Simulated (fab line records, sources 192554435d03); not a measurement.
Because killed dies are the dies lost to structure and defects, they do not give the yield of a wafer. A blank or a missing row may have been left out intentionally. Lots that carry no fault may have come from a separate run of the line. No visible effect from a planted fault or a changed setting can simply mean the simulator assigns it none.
Matching of chambers	flow n5-finfet	N5_FIN_SAQP_ETCH_69 on rie-diel-05: 4 sister chambers
The step etches SOC in N2/H2, stops on SiNx, target depth 150 nm. 4 wafers are shown with their chamber, then 9 later ones without.

== EACH WAFER AND ITS CHAMBER ==
wafer	chamber	drypump-motor-current-A (A)
L087.1	2	6.3
L087.3	1	5.1
L090.5	3	5.7
L090.6	0	5.7

== WAFERS WITH NO CHAMBER GIVEN ==
wafer	drypump-motor-current-A (A)
L091.2	6.2
L091.4	6.2
L091.5	5.6
L095.3	5.7
L095.4	5.1
L095.5	6.3
L096.3	5.6
L096.4	5.6
L096.5	5.1

== WHICH CHAMBER EACH WENT THROUGH ==
wafer	from the rows above	in truth
L091.2	2	2
L091.4	2	2
L091.5	can't be placed: 0 or 3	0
L095.3	can't be placed: 0 or 3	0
L095.4	1	1
L095.5	2	2
L096.3	can't be placed: 0 or 3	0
L096.4	can't be placed: 0 or 3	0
L096.5	1	1
5 of 9 placed correctly. Unplaceable from these rows: 4, with the true chamber sitting among the candidates in 4. Wrongly placed: 0.
How it was worked out, from the rows above alone: a wafer's distance from a chamber is the root of the sum, over the readings, of the square of ((its reading less the chamber's mean) divided by the reading's scatter). If the next closest chamber is less than 2 further off than the closest, the wafer can't be placed; otherwise it belongs to the closest. A chamber's mean is the mean of its shown wafers. The scatter: with one shown wafer a chamber, the root of the mean of the squares of how far each hidden wafer lies from its nearest shown one.
